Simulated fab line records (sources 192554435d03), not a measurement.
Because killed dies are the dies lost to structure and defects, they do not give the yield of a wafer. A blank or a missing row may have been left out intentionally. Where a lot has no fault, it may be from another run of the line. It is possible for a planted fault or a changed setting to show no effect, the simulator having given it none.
fab line records | flow n5-finfet
record: lots: 9 wafers: 25 last-day: 18
route steps=1938 shown BEOL_M4@1111 BEOL_M10@1509 PASSIVATION@1905 END@1938
lots that met no fault: from a run of the same line without faults
start-h: the number of hours between the record's first day and the start of the first shown wafer of the lot | wait-h: time in hours since the lot's previous step | " same as the row above | L1.1+2: several wafers, shown together as one row | - no value, or no start was given | * or withheld: withheld | < > ~ a bound
route shown NAME@n: names a module that has steps shown in the file, with the first one's number in the route | usual: mean and standard deviation over wafers with no fault | same: alike in all rows | chamber/n: place in a boat | sites: each site's reading | _std_site: how widely they spread, as a standard deviation | _edge_site: inner sites' mean taken away from outer sites' mean | radius-mm: for every site, how far away it sits from the centre of the wafer | mask NAME#n: copy n | behind: the last tool/chamber to shape the wafer | hold: reason for holding the lot/hours on hold/outcome of the hold | device: transistor that didn't switch, given as n, p or np | end of line: at the end of the route, the tests of the same wafers | a step given without rows: its recipe and nothing more | killed: dies that structure and defects cost at the first sort, which is not the same as the wafer's yield | map: shows each die of a wafer: x if killed, . if not, _ if none is there
set.NAME: the run value of the setting; set.NAME@STEP: its run value at that earlier step | model.NAME: the simulator's own value behind a step, which no gauge read
a sample of lots followed through the steps of the route, with each step as a table and each wafer as a row
services: the hour from which a tool's chamber was out of use, counted from the record's first day as start-h (under 0 if before that day), plus the number of hours and why
== steps ==
step: N5_BEOL_M4_RC_MEAS_101
usual: DIBL_N: 35.4/2.1 DIBL_P: 34.8/2.6 IOFF_N: 0.15/0.037 IOFF_P: 0.19/0.037 ION_N: 677/16 ION_P: 462/9.3 SS_N: 71.4/0.75 SS_P: 72.9/0.77 VT_N: 250/3.7 VT_P: -251/3.5
columns lot.wafer tool chamber start-h wait-h DIBL_N[mV/V] DIBL_P[mV/V] IOFF_N[nA/um] IOFF_P[nA/um] ION_N[uA/um] ION_P[uA/um] SS_N[mV/dec] SS_P[mV/dec] VT_N[mV] VT_P[mV]
L405.3 prober-02 0 183.90 0.3 34.8 32.0 0.13 0.19 679 472 70.9 72.6 250 -248
L405.4 " 0 " " 35.0 32.7 0.14 0.20 682 478 71.0 72.5 249 -250
L405.6 " 0 " " 33.1 30.1 0.11 0.17 672 470 70.0 72.6 253 -251
L407.1 prober-02 0 198.45 0.2 34.7 35.4 0.15 0.18 697 463 70.7 72.6 249 -256
L407.3 " 0 " " 31.1 31.0 0.09 0.13 665 461 70.3 71.1 256 -256
L407.5 " 0 " " 35.3 35.7 0.14 0.19 679 464 71.1 72.5 249 -252
L409.3 prober-02 0 204.45 0.3 35.6 35.9 0.15 0.20 677 461 71.1 73.5 253 -249
L409.4 " 0 " " 33.2 32.4 0.11 0.14 669 459 70.3 71.7 255 -254
L409.6 " 0 " " 32.8 32.0 0.11 0.15 647 454 71.4 72.9 253 -253
L411.2 prober-01 0 226.99 0.6 35.8 35.1 0.16 0.19 697 474 71.5 72.5 246 -249
L411.4 " 0 " " 36.6 34.8 0.16 0.19 688 464 71.2 73.1 247 -251
L411.5 " 0 " " 36.7 35.7 0.16 0.20 690 471 71.1 72.8 247 -250
L413.2 prober-01 0 230.56 0.2 34.5 34.6 0.13 0.17 684 464 71.4 72.2 252 -252
L413.5 " 0 " " 36.8 36.9 0.16 0.19 668 457 71.8 73.4 249 -253
L416.2 prober-02 0 258.48 0.2 35.7 36.7 0.18 0.24 682 469 71.7 72.5 248 -248
L416.5 " 0 " " 34.1 34.6 0.16 0.22 700 479 71.4 72.1 246 -250
L424.4 prober-01 0 303.34 0.5 35.9 34.1 0.13 0.15 656 449 71.6 72.8 255 -254
L424.5 " 0 " " 39.2 39.1 0.20 0.22 709 469 72.2 74.6 245 -253
L424.6 " 0 " " 35.8 33.8 0.13 0.14 668 445 71.5 73.2 254 -261
L425.1 prober-01 0 303.81 0.3 40.6 40.7 0.28 0.31 709 480 73.2 74.6 241 -246
L425.5 " 0 " " 38.2 37.9 0.23 0.25 708 479 72.2 73.6 244 -245
L425.6 " 0 " " 36.6 36.7 0.18 0.22 702 478 72.0 73.9 246 -247
L427.1 prober-02 0 326.03 0.0 38.0 40.0 0.22 0.26 710 477 72.6 73.7 242 -247
L427.4 " 0 " " 36.1 37.1 0.18 0.23 701 476 71.7 73.3 247 -250
L427.5 " 0 " " 36.0 36.9 0.17 0.21 689 467 71.4 73.6 246 -250
step: N5_BEOL_M10_VIA_ETCH_34
recipe: chemistry: C4F6/O2 target: SiCOH_lowk target-depth-a: 1845 mask-material: SOC taper-deg: 4 time-s: 69.2 ion-energy-ev: 250 pressure-mtorr: 30 source-w: 345 bias-w: 185 Ar_flow_sccm: 300 C4F6_flow_sccm: 10 O2_flow_sccm: 10
usual: chamber-pressure-mTorr: 29.998/0.025 drypump-motor-current-A: 5.7/0.34 oes_f_703_au: 0.81/0.086 oes-product-au: 0.81/0.085 rf-fwd-power-W: 341.4/1.4 rf-vpp-V: 665/11 showerhead-plenum-p-Torr: 2.88/0.098 throttle-valve-pct: 20.99/0.2
same: time-s: 69.2
columns lot.wafer tool chamber start-h wait-h chamber-pressure-mTorr drypump-motor-current-A oes_f_703_au oes-product-au rf-fwd-power-W rf-hours-counter-h rf-vpp-V showerhead-plenum-p-Torr throttle-valve-pct
L405.3 rie-diel-05 2 238.43 0.0 30.015 5.9 0.93 0.91 340.9 36 665 2.78 21.17
L405.4 " 0 " " 29.990 5.8 0.72 0.73 341.7 202 660 2.79 20.70
L405.6 " 0 " " 29.993 5.8 0.72 0.73 343.2 - 662 2.79 20.72
L407.1 rie-diel-05 0 253.89 0.0 30.005 5.8 0.72 0.74 342.9 207 664 2.78 20.71
L407.3 " 2 " " 29.947 5.8 0.92 0.90 341.9 41 664 2.78 21.19
L407.5 " 3 " " 30.016 5.3 0.91 0.91 340.9 - 664 2.76 21.05
L409.3 rie-diel-05 0 259.55 0.0 30.002 5.8 0.72 0.73 341.7 208 661 2.78 20.71
L409.4 " 3 " " 29.971 5.3 0.90 0.89 342.6 34 664 2.76 21.06
L409.6 " 1 " " 29.980 5.8 0.82 0.83 340.7 - 660 2.92 20.79
L411.2 rie-diel-05 1 281.89 0.0 30.018 5.8 0.81 0.84 341.9 77 661 2.91 20.81
L411.4 " 2 " " 30.010 5.8 0.91 0.90 341.4 50 664 2.77 21.21
L411.5 " 3 " " 29.998 5.3 0.88 0.89 340.9 - 663 2.76 21.05
L413.2 rie-diel-05 2 292.69 0.0 29.978 5.9 0.91 0.66 341.9 56 665 2.77 21.13
L413.5 " 0 " " 30.021 5.8 0.71 0.73 340.0 - 661 2.78 20.74
L416.2 rie-diel-05 2 315.59 0.0 30.021 5.8 0.89 0.63 340.7 67 665 2.77 21.15
L416.5 " 1 " " 29.950 5.8 0.80 0.82 342.9 - 661 2.91 20.82
L424.4 rie-diel-03 3 353.82 0.0 30.005 5.6 0.80 0.78 342.0 - 650 2.88 21.01
L424.5 " 2 " " 29.968 5.7 0.69 0.69 340.0 - 645 2.71 20.98
L424.6 " 1 " " 29.955 5.4 0.92 0.92 340.6 - 681 3.03 21.05
L425.1 rie-diel-03 2 363.29 0.0 29.980 5.7 0.68 0.69 338.3 238 645 2.71 21.02
L425.5 " 1 " " 30.019 5.4 0.92 0.91 342.6 - 681 3.03 21.04
L425.6 " 2 " " 29.998 5.7 0.69 0.69 340.4 - 644 2.71 21.02
L427.1 rie-diel-01 2 379.52 0.0 30.042 6.2 0.84 0.85 342.2 86 674 2.91 21.22
L427.4 " 2 " " 29.975 6.2 0.84 0.85 340.3 - 675 2.91 21.21
L427.5 " 3 " " 29.988 5.1 0.86 0.84 342.7 - 654 2.99 20.68
step: N5_PASSIVATION_CD_MEAS_30
recipe: target-cd-nm: 4000 landing-energy-ev: 500 detector: se-inlens polarity: opening
usual: cd-nm: 4000/3
same: landing-energy-ev: 500
columns lot.wafer tool chamber start-h wait-h cd-nm
L405.3 cd-sem-03 0 295.08 - 3998
L405.4 " 0 " " 3996
L405.6 " 0 " " 3999
L407.1 cd-sem-03 0 302.85 - 4002
L407.3 " 0 " " 4002
L407.5 " 0 " " 3996
L409.3 cd-sem-03 0 314.38 - 3999
L409.4 " 0 " " 3999
L409.6 " 0 " " 3995
L411.2 cd-sem-03 0 331.08 - 3999
L411.4 " 0 " " 3997
L411.5 " 0 " " 4000
L413.5 cd-sem-03 0 337.29 - 4003
L416.5 cd-sem-01 0 366.59 - 4001
L424.4 cd-sem-03 0 396.55 - 3998
L424.5 " 0 " " 3993
L424.6 " 0 " " 3995
L425.1 cd-sem-01 0 401.92 - 4003
L425.5 " 0 " " 4001
L425.6 " 0 " " 4001
L427.1 cd-sem-02 0 432.73 - 4003
L427.4 " 0 " " 4003
L427.5 " 0 " " 4002
step: N5_PASSIVATION_DESCUM_46
recipe: chemistry: O2 time-s: 7.9 source-power-w: 50 bias-power-w: 20 pressure-mtorr: 20 rf-frequency-hz: 2.712e+07 temp-c: 40 o2-flow-sccm: 225
usual: chamber-pressure-mTorr: 20.001/0.018 drypump-motor-current-A: 5.71/0.3 oes-product-au: 0.80/0.076 rf-fwd-power-W: 49.24/0.22 rf-vpp-V: 243.1/1.3 showerhead-plenum-p-Torr: 2.08/0.077 throttle-valve-pct: 20.48/0.17
same: time-s: 7.9
columns lot.wafer tool chamber start-h wait-h chamber-pressure-mTorr drypump-motor-current-A oes-product-au rf-fwd-power-W rf-hours-counter-h rf-vpp-V showerhead-plenum-p-Torr throttle-valve-pct
L405.3 rie-diel-05 3 297.88 0.0 19.973 5.28 0.86 49.36 51 243.8 2.02 20.57
L405.4 " 1 " " 20.013 5.82 0.84 49.18 79 242.9 2.14 20.33
L405.6 " 2 " " 20.016 5.84 0.86 49.19 - 242.1 2.03 20.70
L407.1 rie-diel-01 0 304.82 0.0 19.991 6.21 0.74 49.34 172 243.1 2.07 20.48
L407.3 " 1 " " 19.973 5.92 0.74 49.13 154 243.9 2.21 20.53
L407.5 " 0 " " 19.989 6.23 0.74 49.55 - 243.3 2.07 20.45
L409.3 rie-diel-03 1 316.59 0.0 19.984 5.40 0.96 49.25 8 245.3 2.22 20.43
L409.4 " 0 " " 20.020 5.52 0.67 49.44 240 243.8 2.15 20.89
L409.6 " 2 " " 19.997 5.71 0.71 48.80 - 241.2 1.98 20.44
L411.2 rie-diel-05 2 333.45 0.0 20.000 5.84 0.85 49.39 74 242.4 2.02 20.71
L411.4 " 3 " " 20.005 5.28 0.84 49.43 64 242.6 2.01 20.60
L411.5 " 1 " " 19.987 5.84 0.83 49.40 - 244.0 2.14 20.33
L413.5 rie-diel-03 3 339.53 0.0 19.984 5.59 0.77 49.45 - 242.6 2.10 20.38
L416.5 rie-diel-05 0 368.73 0.2 19.987 5.79 0.71 49.21 - 241.7 2.03 20.30
L424.4 rie-diel-05 2 398.95 0.1 20.014 5.85 0.82 48.98 101 242.3 2.01 20.75
L424.5 " 3 " " 20.025 5.28 0.81 49.49 - 241.4 2.00 20.64
L424.6 " 2 " " 19.972 5.84 0.82 49.08 - 242.4 2.01 20.75
L425.1 rie-diel-01 0 404.19 0.0 20.002 6.22 0.72 49.18 198 244.0 2.06 20.50
L425.5 " 2 " " 20.025 6.19 0.83 48.91 - 244.2 2.09 20.39
L425.6 " 1 " " 20.013 5.92 0.71 49.09 - 243.9 2.19 20.56
L427.1 rie-diel-05 1 435.00 0.5 19.997 5.83 0.78 49.45 131 243.9 2.12 20.39
L427.4 " 0 " " 19.993 5.78 0.93 49.23 14 242.6 2.03 20.07
L427.5 " 3 " " 20.027 5.29 0.79 49.39 - 243.2 2.00 20.66
step: N5_PASSIVATION_PROBE_49
usual: defect-limited-yield: 90.5/1.7 killed_at_M0_to_M3: 37/12 killed_at_M4_up: 14/5.2 killed-at-contacts: 12/5.9 killed-at-front-end: 45/14 killed-at-other: 3.5/2.8 killed-dies: 112/21 killed-on-rim: 15/4.5 killed-open: 73/15 killed-short: 36/8.9 sort_bin_4_leakage: 0.00/0.007 sort_bin_5_function: 5.6/1.2 sort_bin_6_memory: 3.5/0.68 sort-n-pass: 1068/21 sort-yield-pct: 90.5/1.8
same: gross-dies: 1180 killed-at-back-side: 0 sort_bin_8_speed[%]: 0
columns lot.wafer tool chamber start-h wait-h defect-limited-yield[%] killed_at_M0_to_M3 killed_at_M4_up killed-at-contacts killed-at-front-end killed-at-other killed-dies killed-on-rim killed-open killed-short sort_bin_4_leakage[%] sort_bin_5_function[%] sort_bin_6_memory[%] sort-n-pass sort-yield-pct[%]
L405.3 prober-02 - 301.02 0.1 91.2 26 22 7 48 1 104 10 55 46 0 5.2 3.2 1076 91.2
L405.4 prober-02 - 301.07 0.2 91.2 32 22 3 46 1 104 10 58 43 0 4.3 4.2 1076 91.2
L405.6 prober-02 - 301.17 0.3 93.1 25 18 4 30 4 81 12 50 30 0 3.8 2.7 1099 93.1
L407.1 prober-01 - 307.87 0.0 92.2 23 9 12 42 6 92 12 58 31 0 4.3 2.8 1088 92.2
L407.3 prober-01 - 307.97 0.1 91.9 34 14 15 32 0 95 8 55 37 0 5.3 2.4 1085 91.9
L407.5 prober-01 - 308.07 0.2 90.4 38 18 17 34 6 113 18 78 28 0 5.3 3.8 1067 90.4
L409.3 prober-02 - 319.73 0.1 89.3 37 11 12 66 0 126 13 81 43 0 6.2 3.6 1054 89.3
L409.4 prober-02 - 319.78 0.2 89.3 43 14 5 63 1 126 15 88 37 0 6.3 3.8 1054 89.3
L409.6 prober-02 - 319.88 0.3 89.4 35 15 17 58 0 125 18 86 35 0 6.5 3.9 1055 89.4
L411.2 prober-02 - 336.67 0.1 90.4 32 22 13 43 3 113 21 76 29 0 5.7 3.7 1067 90.4
L411.4 prober-02 - 336.77 0.2 89.7 29 13 19 58 3 122 17 79 37 0 6.7 3.6 1058 89.7
L411.5 prober-02 - 336.82 0.2 92.5 37 9 7 33 2 88 14 61 22 0 4.7 2.4 1092 92.5
L413.2 prober-01 - 342.66 0.1 0 25 1106 11 33 5 1180 152 53 32 0 96.9 2.8 0 0
L413.5 prober-01 - 342.81 0.2 93.0 27 9 8 38 1 83 15 50 30 0 4.3 2.4 1097 93.0
L416.2 prober-02 - 371.80 0.1 0 30 1105 6 37 2 1180 152 50 29 0 97.3 2.4 0 0
L416.5 prober-02 - 371.95 0.2 91.9 42 11 13 28 2 96 14 59 31 0 5.2 2.8 1084 91.9
L424.4 prober-01 - 402.14 0.2 91.7 26 14 9 46 3 98 12 63 34 0 4.9 2.9 1082 91.7
L424.5 prober-01 - 402.19 0.2 92.2 29 21 5 33 4 92 11 57 32 0 5.1 2.5 1088 92.2
L424.6 prober-01 - 402.24 0.3 92.4 23 11 11 40 5 90 8 61 26 0 4.4 3.1 1090 92.4
L425.1 prober-01 - 407.23 0.0 89.2 27 12 13 65 11 128 22 81 44 0.08 6.1 3.9 1051 89.1
L425.5 prober-01 - 407.43 0.2 89.8 15 13 19 66 7 120 14 85 31 0 5.9 3.8 1060 89.8
L425.6 prober-01 - 407.48 0.3 89.5 25 21 9 59 10 124 16 87 34 0 7.1 3.1 1056 89.5
L427.1 prober-01 - 438.05 0.0 91.9 35 9 10 37 4 95 10 54 35 0 4.7 3.1 1085 91.9
L427.4 prober-01 - 438.20 0.2 88.6 61 18 15 40 0 134 23 86 42 0 6.6 4.1 1046 88.6
L427.5 prober-01 - 438.25 0.2 94.7 13 11 6 29 3 62 8 43 17 0 3.0 2.2 1118 94.7
killed by level:class
L405.3 BEOL_M0_SAQP:geometric-particle:short=8 FIN_SAQP:geometric-particle:short=7 STI_FIN_REVEAL:geometric-particle:open=7 GATE_CUT:geometric-particle:short=7 FIN_SAQP:geometric-particle:open=6 STI_FIN_REVEAL:geometric-particle:short=5 DUMMY_GATE:geometric-particle:open=5 BEOL_M4:geometric-particle:open=5
L405.4 FIN_SAQP:geometric-particle:short=10 BEOL_M3:geometric-particle:open=9 STI_FIN_REVEAL:geometric-particle:open=8 BEOL_M1:geometric-particle:open=6 FIN_SAQP:geometric-particle:open=5 GATE_CUT:geometric-particle:short=5 GATE_CUT:geometric-particle:open=4 BEOL_M0_SAQP:geometric-particle:short=4
L405.6 BEOL_M2:geometric-particle:open=13 BEOL_M4:geometric-particle:open=8 FIN_SAQP:geometric-particle:short=5 FIN_SAQP:geometric-particle:open=4 ILD0:geometric-particle:short=4 GATE_CUT:geometric-particle:short=4 BEOL_M3:geometric-particle:short=4 STARTING-WAFER:geometric-particle:open=4
L407.1 MOL_CONTACT_COAG:geometric-particle:open=11 DUMMY_GATE:geometric-particle:open=7 FIN_SAQP:geometric-particle:open=5 STI_FIN_REVEAL:geometric-particle:open=5 GATE_CUT:geometric-particle:open=5 GATE_CUT:geometric-particle:short=5 BEOL_M0_SAQP:geometric-particle:open=5 FIN_SAQP:geometric-particle:short=4
L407.3 MOL_CONTACT_COAG:geometric-particle:open=11 BEOL_M0_SAQP:geometric-particle:short=9 BEOL_M0_SAQP:geometric-particle:open=7 BEOL_M4:geometric-particle:open=7 ILD0:geometric-particle:short=6 FIN_SAQP:geometric-particle:short=5 STI_FIN_REVEAL:geometric-particle:open=5 BEOL_M1:geometric-particle:open=5
L407.5 MOL_CONTACT_COAG:geometric-particle:open=15 BEOL_M0_SAQP:geometric-particle:open=10 BEOL_M2:geometric-particle:open=7 STI_FIN_REVEAL:geometric-particle:open=6 DUMMY_GATE:geometric-particle:open=6 BEOL_M0_SAQP:geometric-particle:short=6 BEOL_M3:geometric-particle:open=5 PAD_METAL:geometric-particle:open=5
L409.3 STI_FIN_REVEAL:geometric-particle:open=20 FIN_SAQP:geometric-particle:short=13 FIN_SAQP:geometric-particle:open=12 BEOL_M0_SAQP:geometric-particle:short=12 BEOL_M0_SAQP:geometric-particle:open=11 MOL_CONTACT_COAG:geometric-particle:open=10 GATE_CUT:geometric-particle:short=9 BEOL_M4:geometric-particle:open=6
L409.4 STI_FIN_REVEAL:geometric-particle:open=23 FIN_SAQP:geometric-particle:open=15 BEOL_M2:geometric-particle:open=11 FIN_SAQP:geometric-particle:short=10 BEOL_M0_SAQP:geometric-particle:short=9 BEOL_M0_SAQP:geometric-particle:open=8 BEOL_M1:geometric-particle:open=6 MOL_CONTACT_COAG:geometric-particle:open=5
L409.6 FIN_SAQP:geometric-particle:open=17 MOL_CONTACT_COAG:geometric-particle:open=16 STI_FIN_REVEAL:geometric-particle:open=15 BEOL_M0_SAQP:geometric-particle:open=12 FIN_SAQP:geometric-particle:short=9 BEOL_M0_SAQP:geometric-particle:short=9 BEOL_M3:geometric-particle:open=8 BEOL_M4:geometric-particle:open=6
L411.2 STI_FIN_REVEAL:geometric-particle:open=20 MOL_CONTACT_COAG:geometric-particle:open=11 BEOL_M0_SAQP:geometric-particle:short=8 BEOL_M0_SAQP:geometric-particle:open=7 BEOL_M4:geometric-particle:open=7 DUMMY_GATE:geometric-particle:open=5 GATE_CUT:geometric-particle:short=5 BEOL_M1:geometric-particle:open=4
L411.4 STI_FIN_REVEAL:geometric-particle:open=19 FIN_SAQP:geometric-particle:open=14 MOL_CONTACT_COAG:geometric-particle:open=11 FIN_SAQP:geometric-particle:short=8 BEOL_M3:geometric-particle:open=8 MOL_CONTACT_COAG:geometric-particle:short=7 DUMMY_GATE:geometric-particle:open=5 BEOL_M0_SAQP:geometric-particle:short=5
L411.5 FIN_SAQP:geometric-particle:open=12 BEOL_M0_SAQP:geometric-particle:open=7 BEOL_M0:geometric-particle:open=7 BEOL_M2:geometric-particle:open=5 BEOL_M3:geometric-particle:open=5 DUMMY_GATE:geometric-particle:open=4 GATE_CUT:geometric-particle:short=4 BEOL_M0_SAQP:geometric-particle:short=4
L413.2 BEOL_M10:area-etch=1094 MOL_CONTACT_COAG:geometric-particle:open=10 FIN_SAQP:geometric-particle:short=6 GATE_CUT:geometric-particle:short=6 FIN_SAQP:geometric-particle:open=5 BEOL_M0_SAQP:geometric-particle:open=5 BEOL_M4:geometric-particle:open=5 BEOL_M1:geometric-particle:open=5
L413.5 STI_FIN_REVEAL:geometric-particle:open=7 GATE_CUT:geometric-particle:short=6 BEOL_M2:geometric-particle:open=6 BEOL_M3:geometric-particle:open=6 FIN_SAQP:geometric-particle:short=5 MOL_CONTACT_COAG:geometric-particle:short=5 BEOL_M0:geometric-particle:open=5 FIN_SAQP:geometric-particle:open=4
L416.2 BEOL_M10:area-etch=1099 STI_FIN_REVEAL:geometric-particle:open=11 BEOL_M3:geometric-particle:open=8 BEOL_M2:geometric-particle:open=6 FIN_SAQP:geometric-particle:short=5 MOL_CONTACT_COAG:geometric-particle:open=5 BEOL_M0_SAQP:geometric-particle:short=5 BEOL_M3:geometric-particle:short=5
L416.5 MOL_CONTACT_COAG:geometric-particle:open=10 BEOL_M1:geometric-particle:open=8 FIN_SAQP:geometric-particle:short=7 BEOL_M3:geometric-particle:open=7 BEOL_M2:geometric-particle:open=7 BEOL_M0_SAQP:geometric-particle:open=6 BEOL_M0_SAQP:geometric-particle:short=4 STI_FIN_REVEAL:geometric-particle:open=3
L424.4 STI_FIN_REVEAL:geometric-particle:open=11 MOL_CONTACT_COAG:geometric-particle:open=8 BEOL_M0_SAQP:geometric-particle:open=7 BEOL_M4:geometric-particle:open=7 FIN_SAQP:geometric-particle:open=6 STARTING-WAFER:geometric-particle:short=6 STI_FIN_REVEAL:geometric-particle:short=4 BEOL_M0:geometric-particle:open=4
L424.5 STI_FIN_REVEAL:geometric-particle:open=8 BEOL_M0_SAQP:geometric-particle:open=7 GATE_CUT:geometric-particle:short=6 BEOL_M0_SAQP:geometric-particle:short=5 BEOL_M4:geometric-particle:open=5 BEOL_M5:geometric-particle:open=5 MOL_CONTACT_COAG:geometric-particle:open=4 STARTING-WAFER:geometric-particle:open=4
L424.6 STI_FIN_REVEAL:geometric-particle:open=10 MOL_CONTACT_COAG:geometric-particle:open=10 BEOL_M0:geometric-particle:open=7 DUMMY_GATE:geometric-particle:open=5 STI_FIN_REVEAL:geometric-particle:short=4 ILD0:geometric-particle:open=4 FIN_SAQP:geometric-particle:open=3 GATE_CUT:geometric-particle:open=3
L425.1 STI_FIN_REVEAL:geometric-particle:open=22 FIN_SAQP:geometric-particle:short=15 FIN_SAQP:geometric-particle:open=8 MOL_CONTACT_COAG:geometric-particle:open=8 BEOL_M1:geometric-particle:open=8 GATE_CUT:geometric-particle:short=6 MOL_CONTACT_COAG:geometric-particle:short=5 BEOL_M0_SAQP:geometric-particle:open=5
L425.5 FIN_SAQP:geometric-particle:open=18 MOL_CONTACT_COAG:geometric-particle:open=16 STI_FIN_REVEAL:geometric-particle:open=14 FIN_SAQP:geometric-particle:short=9 GATE_CUT:geometric-particle:short=8 BEOL_M1:geometric-particle:open=7 DUMMY_GATE:geometric-particle:open=5 BEOL_M2:geometric-particle:open=4
L425.6 STI_FIN_REVEAL:geometric-particle:open=24 BEOL_M1:geometric-particle:open=12 FIN_SAQP:geometric-particle:short=10 BEOL_M4:geometric-particle:open=9 FIN_SAQP:geometric-particle:open=7 BEOL_M2:geometric-particle:open=6 MOL_CONTACT_COAG:geometric-particle:open=5 STARTING-WAFER:geometric-particle:open=5
L427.1 MOL_CONTACT_COAG:geometric-particle:open=8 BEOL_M0_SAQP:geometric-particle:short=8 FIN_SAQP:geometric-particle:short=6 DUMMY_GATE:geometric-particle:open=6 BEOL_M0_SAQP:geometric-particle:open=6 BEOL_M2:geometric-particle:open=6 DUMMY_GATE:geometric-particle:short=5 GATE_CUT:geometric-particle:short=5
L427.4 MOL_CONTACT_COAG:geometric-particle:open=13 BEOL_M0_SAQP:geometric-particle:short=12 BEOL_M2:geometric-particle:open=11 FIN_SAQP:geometric-particle:short=10 BEOL_M1:geometric-particle:open=8 FIN_SAQP:geometric-particle:open=7 BEOL_M0_SAQP:geometric-particle:open=6 BEOL_M0:geometric-particle:open=6
L427.5 STI_FIN_REVEAL:geometric-particle:short=5 STI_FIN_REVEAL:geometric-particle:open=5 MOL_CONTACT_COAG:geometric-particle:open=5 BEOL_M4:geometric-particle:open=5 FIN_SAQP:geometric-particle:open=4 STARTING-WAFER:geometric-particle:open=4 BEOL_M3:geometric-particle:open=3 DUMMY_GATE:geometric-particle:open=2
step: N5_PASSIVATION_INSPECT_57
recipe: inspect-instrument: macro mode: outgoing
usual: raw-defect-count: 2.2/1.4
columns lot.wafer tool chamber start-h wait-h raw-defect-count
L405.3 defect-inspect-02 - 301.27 0.0 6
L405.4 " - " " 0
L405.6 " - " " 2
L407.1 defect-inspect-01 - 308.22 0.0 3
L407.3 " - " " 6
L407.5 " - " " 5
L409.3 defect-inspect-02 - 320.00 0.0 2
L409.4 " - " " 2
L409.6 " - " " 0
L411.2 defect-inspect-02 - 336.97 0.0 0
L411.4 " - " " 5
L411.5 " - " " 3
L413.5 defect-inspect-02 - 342.97 0.0 0
L416.5 defect-inspect-02 - 372.11 0.0 4
L424.4 defect-inspect-01 - 402.34 0.0 2
L424.5 " - " " 3
L424.6 " - " " 0
L425.1 defect-inspect-02 - 407.58 0.0 4
L425.5 " - " " 3
L425.6 " - " " 2
L427.1 defect-inspect-01 - 438.40 0.0 5
L427.4 " - " " 2
L427.5 " - " " 4
== services ==
columns tool chamber start-h hours kind
rie-diel-03 - 253.52 0.4 repair
rie-diel-05 0 265.47 8.7 repair
rie-diel-03 1 276.68 - clean
rie-diel-03 1 276.68 - consumable-replace:focus-ring
rie-diel-03 1 276.68 - consumable-replace:showerhead
rie-diel-03 1 276.68 18.7 scheduled-down
rie-diel-05 2 279.25 2.4 repair
rie-diel-05 0 287.52 1.8 repair
rie-diel-01 3 288.67 23.6 repair
rie-diel-05 1 290.79 6.3 repair
rie-diel-03 0 293.22 10.1 repair
rie-diel-01 0 317.16 9.8 repair
rie-diel-05 1 317.84 8.7 repair
rie-diel-03 0 336.21 4.9 repair
rie-diel-01 - 349.21 14.6 pm
rie-diel-03 3 359.58 7.1 repair
rie-diel-01 0 372.32 7.8 repair
rie-diel-05 0 376.89 - clean
rie-diel-05 0 376.89 - consumable-replace:focus-ring
rie-diel-05 0 376.89 17.5 scheduled-down
rie-diel-05 0 376.89 17.5 vent-cycle
rie-diel-03 0 390.45 5.0 repair
rie-diel-01 - 394.50 2.8 pm
rie-diel-03 - 396.96 2.8 pm
== key ==
first-sign: step: N5_PASSIVATION_PROBE_49 reading: killed_at_M4_up direction: up sigmas: 99+ usual: 14 struck: 1106
effect: step: N5_PASSIVATION_PROBE_49 reading: sort_bin_5_function direction: up sigmas: 76 usual: 5.6 struck: 97.1
more-kills-born-at: N5_BEOL_M10_VIA_ETCH_34@rie-diel-05: 2193
met-at N5_BEOL_M10_VIA_ETCH_34
struck-lots L413,L416
struck-wafers L413.2,L416.2
later-rows-left-out L413.2,L416.2
not-acting-at N5_PASSIVATION_CD_MEAS_30,N5_PASSIVATION_DESCUM_46,N5_PASSIVATION_INSPECT_57
onset-between 281.89 292.69
fault: kind: process-parameter-drift tool: rie-diel-05 chamber: - onset-h: 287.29 steps: N5_BEOL_M10_VIA_ETCH_34 channel: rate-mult offset: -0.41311 shape: step end-h: 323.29 scope: struck-wafers-only
later-rows-left-out: the simulator's readings of these wafers behind a module that went badly wrong aren't trusted and aren't shown, but for the sort
